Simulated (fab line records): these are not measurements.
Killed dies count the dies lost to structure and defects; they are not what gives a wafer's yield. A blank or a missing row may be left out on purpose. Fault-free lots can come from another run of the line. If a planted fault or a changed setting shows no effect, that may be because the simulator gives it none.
Comparing a struck lot with a sound one ; flow n5_finfet ; 37 steps out of a route of 1938
Sound: the wafers L632.2, L632.4, L632.5. Wafers struck: L636.1, L636.2, L636.4. Last of all comes the cause.
Each step with rows lists, per side, the tool, then ch with its chambers, then its first start. Under that, the readings that differ: sound wafers ; struck wafers ; difference of the means ; sigmas: that difference in standard deviations of wafers without a fault.
alike: readings whose means differ by less than 2 such deviations, and words and numbers that are the same on both sides. not compared: withheld readings, readings that some wafer has no value for, bounds like >300 that may hide the same value, and numbers for which the record gives no deviation and whose values overlap.
Wherever a step has rows on one side only, a row that says differs or no value, or a row with sigmas, the two part there. When numbers do not overlap yet have no deviation, they are printed without sigmas and do not part them. Lack of a reading on every wafer of one side parts them only where that side has two or more wafers.

first, 8 steps without rows for these wafers: N5_BEOL_M5_ANNEAL_51 (time 90 s); N5_BEOL_M5_CMP_52 (polishes, stops on SiCOH lowk, t overpolish 6.9 s, target thk 62 nm); N5_BEOL_M5_PRE_CLEAN_77 (time 15 s); N5_BEOL_M5_CO_CAP_78 (material Co, precursor CCTBA/H2, target thk 2 nm, time 102.1 s); N5_BEOL_M5_PRE_CLEAN_55 (time 15 s); N5_BEOL_M5_DEP_56 (deposits SiCN from 3MS/NH3, target thk 8 nm, time 14 s); N5_BEOL_M6_ILD_DEP_00 (deposits SiCOH lowk from DEMS/porogen, target thk 179.75 nm, time 33.4 s); N5_BEOL_M6_CURE_74 (cures SiCOH lowk, time 240 s).
N5_BEOL_M6_PECVD_70: deposits SiO2 from TEOS/O2, target thk 20 nm, time 22.7 s.
  sound on pecvd-04 ch 0,1,2, day 9 21:06; struck on pecvd-02 ch 0,1, day 10 15:55
  alike: heater_power_w, showerhead_plenum_p_Torr, throttle_valve_pct
then, 25 steps without rows for these wafers: N5_BEOL_M6_HM_DEP_02 (deposits TiN, target thk 20 nm); N5_BEOL_M6_COAT_59 (time 60 s, resist thk 100 nm); N5_BEOL_M6_COAT_60 (time 60 s, resist thk 35 nm); N5_BEOL_M6_COAT_05 (resist thk 90 nm); N5_BEOL_M6_EBR_07; N5_BEOL_M6_SOFTBAKE_06 (time 60 s); N5_BEOL_M6_EXPOSE_08 (exposes mask M6); N5_BEOL_M6_PEB_09 (peb time 60 s); N5_BEOL_M6_DEVELOP_10 (develop time 30 s); N5_BEOL_M6_DESCUM_16 (chemistry O2, time 7.9 s); N5_BEOL_M6_ETCH_61 (etches SiARC in CF4, target depth 45.5 nm, time 75.8 s); N5_BEOL_M6_ETCH_62 (etches SOC in N2/H2, target depth 110 nm, overetch 22 nm, time 165 s); N5_BEOL_M6_STRIP_68 (strips in N2/H2); N5_BEOL_M6_STRIP_67 (strips in CF4); N5_BEOL_M6_HM_OPEN_17 (chemistry Cl2/BCl3, target TiN, target depth 20 nm, overetch 6 nm); N5_BEOL_M6_STRIP_19 (strips in O2); N5_BEOL_M6_COAT_63 (time 60 s, resist thk 60 nm); N5_BEOL_M6_COAT_64 (time 60 s, resist thk 12 nm); N5_BEOL_M6_COAT_71 (time 60 s, resist thk 5 nm); N5_BEOL_M6_COAT_22 (resist thk 30 nm); N5_BEOL_M6_EBR_24; N5_BEOL_M6_SOFTBAKE_23 (time 60 s); N5_BEOL_M6_EXPOSE_25 (exposes mask V5, target cd 40 nm); N5_BEOL_M6_PEB_26 (peb time 60 s); N5_BEOL_M6_DEVELOP_27 (develop time 30 s).
N5_BEOL_M6_HM_STRIP_39: strips TiN in peroxide tin strip, target depth 25 nm, time 158 s.
  sound on wet_bench-02 ch 0,3,6, day 10 01:00; struck on wet_bench-03 ch 1,2,4, day 10 20:23
reading;sound;struck;difference;sigmas
model.SiO2_of_BEOL_M6_PECVD_70.thk_nm (nm);19.6 20 20;39.4 39.2 39.6;+19.5;
N5_BEOL_M6_CMP_52: polishes, stops on SiCOH lowk, t overpolish 6.9 s, target thk 80 nm.
  sound on cmp-01 ch 1,3, day 10 03:19; struck on cmp-01 ch 0,1,3, day 10 22:58
reading;sound;struck;difference;sigmas
barrier_field_endpoint_s (s);28.6 28.9 29.0;46.7 46.7 46.8;+17.9;+29
overpolish_run_s (s);6.883 6.910 6.900;0.040 0.049 0.045;-6.853;-99 or more
  alike: motor_current_A, time_to_endpoint_s
  not compared: pad_life_wafers
-- here the record skips 3 days between the struck wafers' starts before and after, leaving off in module BEOL_M6 and picking up in module PASSIVATION (first step shown: number 1936 of the route) --
N5_PASSIVATION_PROBE_49:
  sound on prober-02 at day 13 15:37; struck on prober-02 at day 14 06:31
  alike: defect_limited_yield, killed_at_M0_to_M3, killed_at_M4_up, killed_at_contacts, killed_at_front_end, killed_at_other, killed_dies, killed_open, killed_short, sort_bin_5_function, sort_bin_6_memory, sort_n_pass, sort_yield_pct

## WHERE THEY PART
Only at N5_BEOL_M6_CMP_52, as far as this record shows. Later steps at which nothing parts them and some readings are alike: N5_PASSIVATION_PROBE_49.

WHY: what had been put in by the simulator
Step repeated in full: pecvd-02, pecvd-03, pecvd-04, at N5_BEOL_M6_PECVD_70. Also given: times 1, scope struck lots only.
